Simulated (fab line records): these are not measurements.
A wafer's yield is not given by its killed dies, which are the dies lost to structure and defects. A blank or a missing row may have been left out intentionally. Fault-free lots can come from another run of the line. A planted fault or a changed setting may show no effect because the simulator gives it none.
fab line records ; flow nand-harc
record lots=12; wafers=36; last-day=27
route steps=1159 shown P_M2@329 P_BONDPAD@351 END@1159
lots with no fault: from the same line, run without faults
start-h: hours from the record's opening day to when the first of the lot's shown wafers began ; wait-h: hours from the lot's prior step to this one ; " as in the row above ; L1.1+2: one row covering several wafers at once ; - value missing, or start not given ; * or withheld: withheld ; < > ~ a bound
route shown NAME@n: NAME is a module with steps in the file, n the number in the route of the first one ; usual: average and standard deviation across the fault-free wafers ; same: alike in all rows ; chamber/n: place in a boat ; sites: the reading at each site ; _std_site: their standard deviation ; _edge_site: outer sites' mean less inner sites' ; radius-mm: how far each site lies from the wafer's centre ; mask NAME#n: copy n ; behind: the tool/chamber that last shaped the wafer ; hold: the reason the lot was held/the length of the hold in hours/how it ended ; device: transistor that didn't switch, given as n, p or np ; end of line: the route-end tests of the same wafers ; a step without rows: its recipe alone ; killed: count of dies lost to structure and defects at first sort (not the wafer's yield) ; map: dies across one wafer; x = killed, . = not, _ = none there
set.NAME: the setting as run; set.NAME@STEP: as run at that earlier step ; model.NAME: the simulator's own value behind a step, which no gauge read
the route's steps for a sample of lots (tables are steps, rows are wafers)
services: the hour from which a tool's chamber was out of use, counted from the record's first day as start-h (under 0 if before that day), plus the number of hours and why
## steps
# step NHARC_P_M2_OVL_MEAS_10
# recipe pitch-nm=340
# usual overlay-x-nm=0.0/0.9; overlay-y-nm=0.0/0.98
lot.wafer;tool;chamber;start-h;wait-h;overlay-x-nm;overlay-y-nm
L608.2;overlay-01;-;136.10;-;-1.2;-0.4
L608.3;overlay-01;-;136.10;-;-1.0;-0.2
L608.6;overlay-01;-;136.10;-;-1.4;-0.1
L610.1;overlay-02;-;139.95;-;0.8;-1.2
L610.4;overlay-02;-;139.95;-;0.4;-0.7
L610.6;overlay-02;-;139.95;-;0.8;-1.1
L612.4;overlay-01;-;153.10;-;0.0;0.1
L612.5;overlay-01;-;153.10;-;-0.5;0.4
L612.6;overlay-01;-;153.10;-;0.0;-0.3
L613.1;overlay-01;-;166.98;-;-0.6;-0.1
L613.2;overlay-01;-;166.98;-;-1.2;-0.5
L613.4;overlay-01;-;166.98;-;-0.7;0.0
L615.2;overlay-01;-;168.13;-;0.5;1.9
L615.4;overlay-01;-;168.13;-;1.2;1.5
L615.6;overlay-01;-;168.13;-;0.9;1.9
L617.1;overlay-01;-;177.13;-;1.4;-0.2
L617.3;overlay-01;-;177.13;-;0.7;0.0
L617.5;overlay-01;-;177.13;-;1.1;-0.1
L616.3;overlay-02;-;177.81;-;-0.1;0.5
L616.5;overlay-02;-;177.81;-;-0.9;0.7
L616.6;overlay-02;-;177.81;-;-0.5;0.4
L618.4;overlay-02;-;203.41;-;0.7;-1.3
L618.5;overlay-02;-;203.41;-;0.8;-1.1
L618.6;overlay-02;-;203.41;-;0.7;-1.2
L621.2;overlay-02;-;204.31;-;-2.0;-1.5
L621.5;overlay-02;-;204.31;-;-2.2;-2.1
L621.6;overlay-02;-;204.31;-;-2.5;-1.1
L619.2;overlay-01;-;204.76;-;1.3;1.0
L619.4;overlay-01;-;204.76;-;1.0;1.2
L619.6;overlay-01;-;204.76;-;0.2;0.7
L628.1;overlay-02;-;250.92;-;-0.5;-0.1
L628.2;overlay-02;-;250.92;-;-0.3;0.1
L628.6;overlay-02;-;250.92;-;-0.4;0.2
L629.2;overlay-02;-;253.11;-;-0.5;-1.6
L629.5;overlay-02;-;253.11;-;-0.1;-1.1
L629.6;overlay-02;-;253.11;-;-0.1;-1.6
# step NHARC_P_M2_CD_MEAS_16
# usual cd-nm=169.9/0.62
lot.wafer;tool;chamber;start-h;wait-h;cd-nm
L608.2;cd-sem-02;-;136.50;-;169.3
L608.3;cd-sem-02;-;136.50;-;169.9
L608.6;cd-sem-02;-;136.50;-;169.6
L610.1;cd-sem-01;-;140.40;-;170.3
L610.4;cd-sem-01;-;140.40;-;170.0
L610.6;cd-sem-01;-;140.40;-;170.5
L612.4;cd-sem-01;-;153.50;-;169.7
L612.5;cd-sem-01;-;153.50;-;170.2
L612.6;cd-sem-01;-;153.50;-;169.9
L613.1;cd-sem-02;-;167.38;-;169.9
L613.2;cd-sem-02;-;167.38;-;169.8
L613.4;cd-sem-02;-;167.38;-;169.5
L615.2;cd-sem-02;-;168.54;-;170.8
L615.4;cd-sem-02;-;168.54;-;170.7
L615.6;cd-sem-02;-;168.54;-;170.6
L617.1;cd-sem-02;-;177.56;-;169.4
L617.3;cd-sem-02;-;177.56;-;169.6
L617.5;cd-sem-02;-;177.56;-;167.9
L616.3;cd-sem-02;-;178.23;-;169.3
L616.5;cd-sem-02;-;178.23;-;169.5
L616.6;cd-sem-02;-;178.23;-;169.8
L618.4;cd-sem-02;-;203.81;-;170.6
L618.5;cd-sem-02;-;203.81;-;169.7
L618.6;cd-sem-02;-;203.81;-;169.9
L621.2;cd-sem-02;-;204.72;-;169.5
L621.5;cd-sem-02;-;204.72;-;170.0
L621.6;cd-sem-02;-;204.72;-;170.2
L619.2;cd-sem-01;-;205.17;-;169.7
L619.4;cd-sem-01;-;205.17;-;169.1
L619.6;cd-sem-01;-;205.17;-;168.8
L628.1;cd-sem-01;-;251.32;-;168.9
L628.2;cd-sem-01;-;251.32;-;169.0
L628.6;cd-sem-01;-;251.32;-;168.2
L629.2;cd-sem-02;-;253.52;-;170.0
L629.5;cd-sem-02;-;253.52;-;170.6
L629.6;cd-sem-02;-;253.52;-;170.6
# step NHARC_P_M2_ETCH_28
# recipe target-depth-a=300; over-etch-frac=0.3; time-s=72.99; ion-energy-ev=150; cf4-flow-sccm=50; n2-flow-sccm=100; ar-flow-sccm=150; rf-w=300; bias-w=100; chemistry=CF4/N2
# usual drypump-motor-current-A=5.6/0.3; oes-product-au=1.000/0.0077; rf-vpp-V=313.6/1.3; showerhead-plenum-p-Torr=2.59/0.06; throttle-valve-pct=19.795/0.0093
lot.wafer;tool;chamber;start-h;wait-h;drypump-motor-current-A;oes-product-au;rf-hours-counter-h;rf-vpp-V;showerhead-plenum-p-Torr;throttle-valve-pct
L608.2;rie-diel-03;0;-;-;5.9;0.996;3;312.6;2.55;19.806
L608.3;rie-diel-03;1;-;-;5.7;0.999;3;315.0;2.66;19.777
L608.6;rie-diel-03;3;-;-;5.6;0.997;-;311.4;2.55;19.796
L610.4;rie-diel-03;1;-;-;5.7;1.008;4;314.6;2.66;19.801
L610.1;rie-diel-03;2;-;-;5.4;1.001;3;313.5;2.63;19.792
L610.6;rie-diel-03;3;-;-;5.6;1.003;-;311.9;2.55;19.782
L612.4;rie-diel-03;3;-;-;5.5;0.987;4;314.6;2.55;19.796
L612.5;rie-diel-03;2;-;-;5.4;1.004;-;312.5;2.63;19.794
L612.6;rie-diel-03;3;-;-;5.5;0.996;-;314.1;2.55;19.797
L613.2;rie-diel-03;1;-;-;5.6;0.998;4;316.9;2.66;19.789
L613.1;rie-diel-03;3;-;-;5.6;1.003;4;312.3;2.55;19.814
L613.4;rie-diel-03;0;-;-;6.0;0.998;4;312.8;2.55;19.795
L615.4;rie-diel-03;1;-;-;5.6;0.998;4;315.2;2.66;19.788
L615.2;rie-diel-03;2;-;-;5.4;0.988;4;314.1;2.63;19.781
L615.6;rie-diel-03;1;-;-;5.7;0.991;-;314.6;2.66;19.797
L617.3;rie-diel-03;0;-;-;5.9;0.994;5;313.4;2.55;19.795
L617.1;rie-diel-03;3;-;-;5.6;1.003;5;313.0;2.55;19.806
L617.5;rie-diel-03;1;-;-;5.6;0.996;-;315.2;2.66;19.798
L616.3;rie-diel-03;0;-;-;6.0;1.011;5;312.5;2.55;19.805
L616.5;rie-diel-03;1;-;-;5.7;1.006;-;315.2;2.66;19.794
L616.6;rie-diel-03;2;-;-;5.4;1.003;-;315.0;2.63;19.795
L618.4;rie-diel-04;0;-;-;5.6;1.006;17;310.4;2.48;19.805
L618.6;rie-diel-04;2;-;-;5.7;1.003;-;313.6;2.60;19.811
L618.5;rie-diel-04;3;-;-;4.9;1.003;-;314.9;2.65;19.784
L621.2;rie-diel-13;2;-;-;5.7;1.003;34;313.0;2.49;19.783
L621.6;rie-diel-13;3;-;-;6.5;1.001;-;311.3;2.44;19.787
L621.5;rie-diel-13;0;-;-;5.4;0.987;-;315.6;2.69;19.800
L619.4;rie-diel-13;3;-;-;6.5;0.991;33;312.0;2.44;19.788
L619.2;rie-diel-13;1;-;-;5.3;1.004;34;314.1;2.58;19.810
L619.6;rie-diel-13;3;-;-;6.5;0.995;-;310.7;2.44;19.791
L628.1;rie-diel-04;2;-;-;5.7;1.000;20;313.3;2.60;19.793
L628.2;rie-diel-04;3;-;-;5.0;0.998;22;315.4;2.64;19.784
L628.6;rie-diel-04;1;-;-;5.9;1.005;-;313.2;2.61;19.795
L629.2;rie-diel-03;1;-;-;5.6;1.005;1;314.3;2.66;19.795
L629.5;rie-diel-03;1;-;-;5.7;0.997;-;314.4;2.66;19.804
L629.6;rie-diel-03;2;-;-;5.4;0.994;-;313.6;2.63;19.782
# step NHARC_P_BONDPAD_DEP_00
# recipe target-thk-a=2500; temp-c=370; target-thk-nm=250; pressure-torr=3; flow-sccm=200; rf-w=450; material=SiCN
# usual heater-power-w=551/53; rf-fwd-power-W=449.0/1.5; showerhead-vpp-V=1328/39
lot.wafer;tool;chamber;start-h;wait-h;heater-power-w;rf-fwd-power-W;showerhead-vpp-V
L608.3;pecvd-01;1;139.57;-;609;450.2;1318
L608.2;pecvd-01;0;139.57;-;579;448.8;1340
L608.6;pecvd-01;1;139.57;-;614;449.3;1322
L610.1;pecvd-03;2;143.28;-;585;446.9;1291
L610.4;pecvd-03;2;143.28;-;622;449.3;1285
L610.6;pecvd-03;0;143.28;-;519;449.3;1335
L612.4;pecvd-04;1;156.46;-;544;451.1;1270
L612.6;pecvd-04;2;156.46;-;583;448.3;1353
L612.5;pecvd-04;0;156.46;-;564;450.3;1342
L613.1;pecvd-03;0;170.25;-;505;451.4;1333
L613.2;pecvd-03;1;170.25;-;527;449.8;1419
L613.4;pecvd-03;2;170.25;-;658;450.2;1275
L615.2;pecvd-04;1;171.37;-;463;450.4;1271
L615.4;pecvd-04;1;171.37;-;484;450.6;1271
L615.6;pecvd-04;2;171.37;-;588;447.7;1345
L617.1;pecvd-04;2;180.42;-;479;449.1;1367
L617.3;pecvd-04;0;180.42;-;546;449.4;1343
L617.5;pecvd-04;0;180.42;-;548;448.1;1329
L616.3;pecvd-04;0;181.42;-;486;448.1;1323
L616.6;pecvd-04;2;181.42;-;592;448.0;1332
L616.5;pecvd-04;0;181.42;-;511;448.5;1355
L618.6;pecvd-01;2;207.02;-;652;446.1;1327
L618.4;pecvd-01;0;207.02;-;630;451.0;1349
L618.5;pecvd-01;1;207.02;-;595;449.6;1306
L621.2;pecvd-04;2;208.00;-;555;448.3;1354
L621.6;pecvd-04;2;208.00;-;582;446.2;1337
L621.5;pecvd-04;1;208.00;-;517;447.5;1257
L619.2;pecvd-04;2;208.73;-;534;451.1;1348
L619.6;pecvd-04;1;208.73;-;532;450.1;1287
L619.4;pecvd-04;2;208.73;-;537;452.2;1325
L628.1;pecvd-03;2;254.36;0.5;603;448.6;1293
L628.2;pecvd-03;0;254.36;0.5;601;268.3;1040
L628.6;pecvd-03;0;254.36;0.5;609;267.4;1012
L629.2;pecvd-04;2;256.41;-;600;449.6;1344
L629.6;pecvd-04;1;256.41;-;551;449.3;1272
L629.5;pecvd-04;2;256.41;-;584;447.6;1349
# step NHARC_END_SORT_01
# recipe temp-c=25
# usual defect-limited-yield=95.4/1.6; killed-at-array=28/11; killed-at-other=0.9/1.2; killed-at-periphery=2.6/2.1; killed-dies=31/11; killed-open=3.1/1.7; killed-short=1.9/1.3; sort_bin_2_pct=1.5/0.64; sort_bin_3_pct=0.26/0.21; sort_bin_4_pct=2.9/1.1; sort-n-pass=646/11; sort-rim-yield-pct=96.4/2.3; sort-yield-pct=95.4/1.6
# same gross-dies=677; sort_bin_5_pct[%]=0; sort_bin_6_pct[%]=0; sort_bin_7_pct[%]=0; sort_bin_8_pct[%]=0; sort-rim-n-gross=106.00
lot.wafer;tool;chamber;start-h;wait-h;defect-limited-yield[%];killed-at-array;killed-at-other;killed-at-periphery;killed-dies;killed-open;killed-short;sort_bin_2_pct[%];sort_bin_3_pct[%];sort_bin_4_pct[%];sort-n-pass;sort-rim-yield-pct[%];sort-yield-pct[%]
L610.1;prober-02;0;492.05;2.5;97.6;15;0;1;16;3;2;1.0;0.15;1.2;661;94.3;97.6
L610.4;prober-02;0;494.47;3.4;96.6;22;0;1;23;1;2;1.0;0.30;2.1;654;95.3;96.6
L610.6;prober-02;0;496.09;4.0;98.2;12;0;0;12;2;0;0.6;0.15;1.0;665;98.1;98.2
L608.2;prober-01;0;492.64;2.8;92.3;44;2;6;52;2;1;2.7;0.74;4.3;625;92.5;92.3
L608.3;prober-01;0;493.46;3.1;92.9;46;1;1;48;2;1;2.4;0.30;4.4;629;92.5;92.9
L608.6;prober-01;0;495.93;4.1;93.1;41;1;5;47;5;1;1.8;0.30;4.9;630;98.1;93.1
L612.4;prober-01;0;503.70;3.4;97.3;15;0;3;18;0;0;0.4;0;2.2;659;100.0;97.3
L612.5;prober-01;0;504.50;3.7;96.0;23;0;4;27;3;1;0.7;0.15;3.1;650;99.1;96.0
L612.6;prober-01;0;505.30;4.0;96.9;18;0;3;21;3;1;1.0;0;2.1;656;95.3;96.9
L621.2;prober-02;0;557.66;2.8;94.8;33;1;1;35;1;5;1.9;0.15;3.1;642;98.1;94.8
L621.5;prober-02;0;560.05;3.7;95.0;32;2;0;34;6;2;1.8;0.30;3.0;643;98.1;95.0
L621.6;prober-02;0;560.85;4.0;94.4;36;0;2;38;2;2;1.8;0;3.8;639;95.3;94.4
L616.3;prober-01;0;558.39;3.1;98.5;8;0;2;10;0;0;0.6;0.15;0.7;667;97.2;98.5
L616.5;prober-01;0;559.99;3.7;97.5;12;1;4;17;2;6;0.9;0.30;1.3;660;97.2;97.5
L616.6;prober-01;0;560.79;4.0;97.8;13;1;1;15;2;1;0.6;0;1.6;662;95.3;97.8
L617.1;prober-02;0;564.62;2.5;96.3;23;0;2;25;2;1;1.6;0.15;1.9;652;97.2;96.3
L617.3;prober-02;0;566.21;3.1;95.3;32;0;0;32;3;2;2.2;0.30;2.2;645;98.1;95.3
L617.5;prober-02;0;567.80;3.7;94.4;37;0;1;38;6;3;1.9;0.30;3.4;639;97.2;94.4
L615.2;prober-01;0;565.43;2.8;96.9;20;0;1;21;2;0;0.7;0;2.4;656;98.1;96.9
L615.4;prober-01;0;567.03;3.4;95.3;24;4;4;32;3;2;1.6;0.15;3.0;645;97.2;95.3
L615.6;prober-01;0;568.63;4.0;95.6;24;2;4;30;5;2;1.0;0.44;3.0;647;97.2;95.6
L613.1;prober-02;0;572.34;2.5;97.6;13;0;3;16;4;1;0.6;0;1.8;661;97.2;97.6
L613.2;prober-02;0;573.14;2.8;97.5;15;0;2;17;2;3;0.6;0;1.9;660;96.2;97.5
L613.4;prober-02;0;574.75;3.4;97.9;10;0;4;14;1;2;0;0.15;1.9;663;94.3;97.9
L618.4;prober-01;0;574.90;3.4;94.2;36;1;2;39;2;1;1.9;1.03;2.8;638;95.3;94.2
L618.5;prober-01;0;575.70;3.7;95.6;30;0;0;30;0;2;1.3;0.44;2.7;647;95.3;95.6
L618.6;prober-01;0;576.51;4.0;94.4;35;0;3;38;4;1;2.5;0.44;2.7;639;97.2;94.4
L619.2;prober-01;0;594.39;2.8;96.8;19;0;3;22;1;2;1.3;0.15;1.8;655;99.1;96.8
L619.4;prober-01;0;596.01;3.4;95.4;29;0;2;31;3;1;1.9;0;2.7;646;94.3;95.4
L619.6;prober-01;0;597.62;4.0;96.9;19;0;2;21;3;1;1.0;0;2.1;656;98.1;96.9
L629.2;prober-02;0;638.05;2.8;93.9;36;1;4;41;5;1;2.5;0.15;3.4;636;96.2;93.9
L629.5;prober-02;0;640.40;3.6;95.1;30;1;2;33;2;2;1.9;0;3.0;644;99.1;95.1
L629.6;prober-02;0;641.18;3.9;94.1;34;2;4;40;4;0;1.9;0.59;3.4;637;95.3;94.1
L628.1;prober-02;0;644.94;2.5;93.9;39;2;0;41;5;2;2.5;0.30;3.2;636;98.1;93.9
L628.2;prober-02;0;645.74;2.8;95.0;27;7;0;34;1;1;1.5;1.03;2.5;643;87.7;95.0
L628.6;prober-02;0;648.93;4.0;94.5;36;1;0;37;3;2;1.8;0.30;3.4;640;97.2;94.5
# killed by level:class
L610.1 A_SLIT:chamber-film-flake=5 A_STAIRCASE:chamber-film-flake=3 P_M1:geometric-particle:open=1 A_ONON_D1:geometric-particle:short=1 A_WL_FILL:geometric-particle:open=1 A_CONTACT:geometric-particle:short=1 A_M0:geometric-particle:open=1 A_CHANNEL_HOLE_D1:chamber-film-flake=1
L608.2 A_CHANNEL_HOLE_D1:chamber-film-flake=16 A_STAIRCASE:chamber-film-flake=12 A_SLIT:chamber-film-flake=11 P_STI:chamber-film-flake=2 THIN_TSV:chamber-film-flake=2 A_CONTACT:chamber-film-flake=2 P_CONTACT:geometric-particle:open=1 P_M0:geometric-particle:open=1
L608.3 A_CHANNEL_HOLE_D1:chamber-film-flake=18 A_STAIRCASE:chamber-film-flake=10 A_SLIT:chamber-film-flake=9 A_CONTACT:geometric-particle:open=2 A_BLC:chamber-film-flake=2 A_CHANNEL_FILL_D1:chamber-film-flake=2 A_CONTACT:chamber-film-flake=2 A_WL_FILL:geometric-particle:short=1
L610.4 A_SLIT:chamber-film-flake=9 A_STAIRCASE:chamber-film-flake=3 A_WL_FILL:chamber-film-flake=3 A_CONTACT:chamber-film-flake=3 A_CHANNEL_HOLE_D1:chamber-film-flake=2 P_M1:geometric-particle:short=1 A_M0:geometric-particle:open=1 A_M1:geometric-particle:short=1
L608.6 A_CHANNEL_HOLE_D1:chamber-film-flake=17 A_STAIRCASE:chamber-film-flake=8 A_SLIT:chamber-film-flake=8 P_GATE:chamber-film-flake=2 P_CONTACT:geometric-particle:open=1 P_M0:geometric-particle:open=1 A_CHANNEL_FILL_D1:geometric-particle:short=1 A_CHANNEL_FILL_D1:geometric-particle:open=1
L610.6 A_CHANNEL_HOLE_D1:chamber-film-flake=3 A_SLIT:chamber-film-flake=3 A_CONTACT:chamber-film-flake=3 A_WL_FILL:geometric-particle:open=2 A_STAIRCASE:chamber-film-flake=1
L612.4 A_SLIT:chamber-film-flake=8 P_CONTACT:chamber-film-flake=2 A_CHANNEL_HOLE_D1:chamber-film-flake=2 A_STAIRCASE:chamber-film-flake=2 P_GATE:chamber-film-flake=1 A_ZERO_WELL:chamber-film-flake=1 A_WL_FILL:chamber-film-flake=1 A_CONTACT:chamber-film-flake=1
L612.5 A_SLIT:chamber-film-flake=8 A_CONTACT:chamber-film-flake=5 A_CHANNEL_HOLE_D1:chamber-film-flake=4 A_STAIRCASE:chamber-film-flake=3 P_CONTACT:geometric-particle:open=2 P_CONTACT:chamber-film-flake=2 A_ONON_D1:geometric-particle:open=1 A_SGD_CUT:geometric-particle:short=1
L612.6 A_SLIT:chamber-film-flake=9 A_CONTACT:chamber-film-flake=5 P_CONTACT:chamber-film-flake=2 P_M0:geometric-particle:open=1 A_CHANNEL_FILL_D1:geometric-particle:open=1 A_STAIRCASE:geometric-particle:open=1 A_SGD_CUT:geometric-particle:short=1 A_STAIRCASE:chamber-film-flake=1
L621.2 A_CHANNEL_HOLE_D1:chamber-film-flake=18 A_CONTACT:chamber-film-flake=7 A_WL_FILL:geometric-particle:short=3 A_STAIRCASE:chamber-film-flake=2 A_ONON_D1:geometric-particle:open=1 A_M0:geometric-particle:short=1 P_ZERO_WELL:chamber-film-flake=1 STARTING-WAFER:geometric-particle:short=1
L616.3 A_CHANNEL_HOLE_D1:chamber-film-flake=3 A_SLIT:chamber-film-flake=2 P_ZERO_WELL:chamber-film-flake=1 P_BONDPAD:chamber-film-flake=1 A_STAIRCASE:chamber-film-flake=1 A_WL_FILL:chamber-film-flake=1 A_CONTACT:chamber-film-flake=1
L616.5 A_CHANNEL_HOLE_D1:chamber-film-flake=4 A_CHANNEL_FILL_D1:geometric-particle:short=2 P_STI:chamber-film-flake=2 A_CONTACT:chamber-film-flake=2 P_GATE:geometric-particle:short=1 P_CONTACT:geometric-particle:open=1 A_ONON_D1:geometric-particle:short=1 A_WL_FILL:geometric-particle:short=1
L621.5 A_CHANNEL_HOLE_D1:chamber-film-flake=17 A_CONTACT:chamber-film-flake=5 A_CONTACT:geometric-particle:open=3 A_WL_FILL:geometric-particle:short=2 A_STAIRCASE:chamber-film-flake=2 A_SOURCE_PLATE:geometric-particle:open=1 A_CHANNEL_FILL_D1:geometric-particle:open=1 STARTING-WAFER:geometric-particle:open=1
L616.6 A_CHANNEL_HOLE_D1:chamber-film-flake=4 A_CONTACT:chamber-film-flake=3 A_CHANNEL_FILL_D1:geometric-particle:open=2 A_STAIRCASE:chamber-film-flake=2 P_M0:geometric-particle:short=1 A_ZERO_WELL:chamber-film-flake=1 A_WL_FILL:chamber-film-flake=1 THIN_TSV:chamber-film-flake=1
L621.6 A_CHANNEL_HOLE_D1:chamber-film-flake=24 A_CONTACT:chamber-film-flake=7 P_CONTACT:geometric-particle:short=1 A_ONON_D1:geometric-particle:open=1 A_CHANNEL_FILL_D1:geometric-particle:open=1 A_CHANNEL_FILL_D1:geometric-particle:short=1 P_ZERO_WELL:chamber-film-flake=1 A_ZERO_WELL:chamber-film-flake=1
L617.1 A_CHANNEL_HOLE_D1:chamber-film-flake=12 A_CONTACT:chamber-film-flake=5 A_ZERO_WELL:chamber-film-flake=2 P_CONTACT:geometric-particle:open=1 P_M0:geometric-particle:open=1 A_M0:geometric-particle:short=1 A_STAIRCASE:chamber-film-flake=1 A_WL_FILL:chamber-film-flake=1
L615.2 A_CHANNEL_HOLE_D1:chamber-film-flake=11 A_CONTACT:chamber-film-flake=5 A_CHANNEL_FILL_D1:chamber-film-flake=2 P_GATE:geometric-particle:open=1 A_BLC:geometric-particle:open=1 A_STAIRCASE:chamber-film-flake=1
L617.3 A_CHANNEL_HOLE_D1:chamber-film-flake=18 A_M0:chamber-film-flake=5 A_ONON_D1:geometric-particle:open=2 A_STAIRCASE:chamber-film-flake=2 A_CONTACT:chamber-film-flake=2 A_SGD_CUT:geometric-particle:open=1 A_CONTACT:geometric-particle:short=1 A_M0:geometric-particle:short=1
L615.4 A_CHANNEL_HOLE_D1:chamber-film-flake=19 THIN_TSV:chamber-film-flake=3 A_ZERO_WELL:chamber-film-flake=2 A_CONTACT:chamber-film-flake=2 P_GATE:geometric-particle:open=1 P_CONTACT:geometric-particle:open=1 P_M1:geometric-particle:open=1 A_ONON_D1:geometric-particle:short=1
L617.5 A_CHANNEL_HOLE_D1:chamber-film-flake=17 A_CONTACT:chamber-film-flake=6 A_M0:chamber-film-flake=4 A_ONON_D1:geometric-particle:short=3 A_WL_FILL:geometric-particle:open=2 A_CONTACT:geometric-particle:open=2 P_CONTACT:geometric-particle:open=1 A_ONON_D1:geometric-particle:open=1
L615.6 A_CHANNEL_HOLE_D1:chamber-film-flake=10 A_CONTACT:chamber-film-flake=6 P_M0:geometric-particle:open=2 A_ZERO_WELL:chamber-film-flake=2 A_CHANNEL_FILL_D1:chamber-film-flake=2 P_CONTACT:geometric-particle:open=1 A_SOURCE_PLATE:geometric-particle:open=1 A_CHANNEL_FILL_D1:geometric-particle:short=1
L613.1 A_STAIRCASE:chamber-film-flake=3 A_CONTACT:chamber-film-flake=3 P_CONTACT:geometric-particle:open=2 A_CHANNEL_HOLE_D1:chamber-film-flake=2 A_ONON_D1:geometric-particle:open=1 A_CHANNEL_FILL_D1:geometric-particle:open=1 A_CONTACT:geometric-particle:short=1 P_STI:chamber-film-flake=1
L613.2 A_CONTACT:chamber-film-flake=5 A_STAIRCASE:chamber-film-flake=3 A_SGD_CUT:geometric-particle:open=2 A_WL_FILL:geometric-particle:short=2 A_CHANNEL_HOLE_D1:chamber-film-flake=2 P_M1:geometric-particle:short=1 P_STI:chamber-film-flake=1 A_WL_FILL:chamber-film-flake=1
L613.4 A_CHANNEL_HOLE_D1:chamber-film-flake=4 A_CONTACT:chamber-film-flake=3 A_STAIRCASE:chamber-film-flake=2 P_STI:geometric-particle:open=1 P_CONTACT:geometric-particle:short=1 P_M1:geometric-particle:short=1 P_CONTACT:chamber-film-flake=1 A_WL_FILL:chamber-film-flake=1
L618.4 A_CHANNEL_HOLE_D1:chamber-film-flake=17 A_SLIT:chamber-film-flake=13 A_M1:geometric-particle:open=2 A_ZERO_WELL:chamber-film-flake=2 P_STI:geometric-particle:short=1 P_ZERO_WELL:chamber-film-flake=1 THIN_TSV:chamber-film-flake=1 A_CHANNEL_FILL_D1:chamber-film-flake=1
L618.5 A_CHANNEL_HOLE_D1:chamber-film-flake=18 A_SLIT:chamber-film-flake=9 A_CHANNEL_HOLE_D1:geometric-particle:short=1 A_M0:geometric-particle:short=1 A_CHANNEL_FILL_D1:chamber-film-flake=1
L618.6 A_CHANNEL_HOLE_D1:chamber-film-flake=18 A_SLIT:chamber-film-flake=10 A_CHANNEL_FILL_D1:geometric-particle:open=2 A_CHANNEL_FILL_D1:chamber-film-flake=2 P_M0:geometric-particle:open=1 P_M1:geometric-particle:short=1 A_BLC:geometric-particle:open=1 P_M0:chamber-film-flake=1
L619.2 A_SLIT:chamber-film-flake=10 A_CHANNEL_HOLE_D1:chamber-film-flake=4 A_WL_FILL:geometric-particle:short=2 P_STI:geometric-particle:open=1 P_ZERO_WELL:chamber-film-flake=1 P_GATE:chamber-film-flake=1 A_STAIRCASE:chamber-film-flake=1 A_WL_FILL:chamber-film-flake=1
L619.4 A_SLIT:chamber-film-flake=12 A_CHANNEL_HOLE_D1:chamber-film-flake=5 A_CHANNEL_FILL_D1:chamber-film-flake=3 A_CONTACT:geometric-particle:open=2 A_WL_FILL:chamber-film-flake=2 A_CONTACT:chamber-film-flake=2 A_M0:geometric-particle:short=1 A_WL_FILL:geometric-particle:open=1
L619.6 A_SLIT:chamber-film-flake=8 A_CHANNEL_HOLE_D1:chamber-film-flake=4 A_WL_FILL:chamber-film-flake=3 P_CONTACT:geometric-particle:open=1 A_ONON_D1:geometric-particle:short=1 A_ONON_D1:geometric-particle:open=1 A_CHANNEL_FILL_D1:geometric-particle:open=1 P_ZERO_WELL:chamber-film-flake=1
L629.2 A_CHANNEL_HOLE_D1:chamber-film-flake=26 A_CONTACT:chamber-film-flake=3 P_CONTACT:geometric-particle:open=2 A_STAIRCASE:chamber-film-flake=2 A_SLIT:chamber-film-flake=2 P_GATE:geometric-particle:short=1 A_CHANNEL_FILL_D1:geometric-particle:open=1 A_CONTACT:geometric-particle:open=1
L629.5 A_CHANNEL_HOLE_D1:chamber-film-flake=20 A_CONTACT:chamber-film-flake=4 A_SLIT:chamber-film-flake=3 P_GATE:geometric-particle:open=1 P_M0:geometric-particle:open=1 A_ONON_D1:geometric-particle:short=1 A_M1:geometric-particle:short=1 A_M1:chamber-film-flake=1
L629.6 A_CHANNEL_HOLE_D1:chamber-film-flake=22 A_STAIRCASE:chamber-film-flake=6 A_CONTACT:chamber-film-flake=4 P_M0:geometric-particle:open=2 THIN_TSV:chamber-film-flake=2 P_GATE:geometric-particle:open=1 A_M0:geometric-particle:open=1 P_GATE:chamber-film-flake=1
L628.1 A_SLIT:chamber-film-flake=20 A_CHANNEL_HOLE_D1:chamber-film-flake=6 A_STAIRCASE:chamber-film-flake=3 A_CONTACT:chamber-film-flake=2 THIN_TSV:chamber-film-flake=2 A_SOURCE_PLATE:geometric-particle:short=1 A_CHANNEL_FILL_D1:geometric-particle:open=1 A_SGD_CUT:geometric-particle:open=1
L628.2 A_SLIT:chamber-film-flake=16 THIN_TSV:chamber-film-flake=7 A_CHANNEL_HOLE_D1:chamber-film-flake=4 A_WL_FILL:chamber-film-flake=2 A_CONTACT:chamber-film-flake=2 A_WL_FILL:geometric-particle:short=1 A_CONTACT:geometric-particle:open=1 A_STAIRCASE:chamber-film-flake=1
L628.6 A_SLIT:chamber-film-flake=20 A_CONTACT:chamber-film-flake=5 A_CHANNEL_HOLE_D1:chamber-film-flake=4 A_WL_FILL:geometric-particle:short=2 A_CONTACT:geometric-particle:open=1 A_BLC:geometric-particle:open=1 A_M0:geometric-particle:open=1 A_STAIRCASE:chamber-film-flake=1
## services
tool;chamber;start-h;hours;kind
rie-diel-03;0;120.80;-;clean
rie-diel-03;1;120.80;-;clean
rie-diel-03;2;120.80;-;clean
rie-diel-03;3;120.80;-;clean
rie-diel-04;1;137.93;4.7;repair
rie-diel-03;0;145.37;-;clean
rie-diel-03;1;145.37;-;clean
rie-diel-03;2;145.37;-;clean
rie-diel-03;3;145.37;-;clean
rie-diel-03;0;169.87;-;clean
rie-diel-03;1;169.87;-;clean
rie-diel-03;2;169.87;-;clean
rie-diel-03;3;169.87;-;clean
rie-diel-03;2;179.62;5.3;repair
rie-diel-04;-;191.45;2.7;repair
rie-diel-03;0;194.37;-;clean
rie-diel-03;1;194.37;-;clean
rie-diel-03;2;194.37;-;clean
rie-diel-03;3;194.37;-;clean
pecvd-04;-;195.00;13.0;pm
rie-diel-03;-;215.30;9.0;pm
rie-diel-13;2;225.68;4.4;repair
rie-diel-04;2;233.99;2.6;repair
pecvd-01;-;237.53;13.0;pm
## key
first-sign step=NHARC_P_BONDPAD_DEP_00; reading=rf-fwd-power-W; direction=down; sigmas=99+; usual=*; struck=*
effect step=NHARC_P_BONDPAD_DEP_00; reading=showerhead-vpp-V; direction=down; sigmas=7.8; usual=1328; struck=1026
met-at NHARC_P_BONDPAD_DEP_00
struck-lots L628
struck-wafers L628.2,L628.6
not-acting-at NHARC_P_M2_OVL_MEAS_10,NHARC_P_M2_CD_MEAS_16,NHARC_P_M2_ETCH_28
onset-between 170.25 254.36
fault kind=process-parameter-drift; tool=pecvd-03; chamber=0; onset-h=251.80; steps=NHARC_P_BONDPAD_DEP_00; channel=rf-w; offset=*; shape=step; end-h=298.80; acts-in=*; stated=*
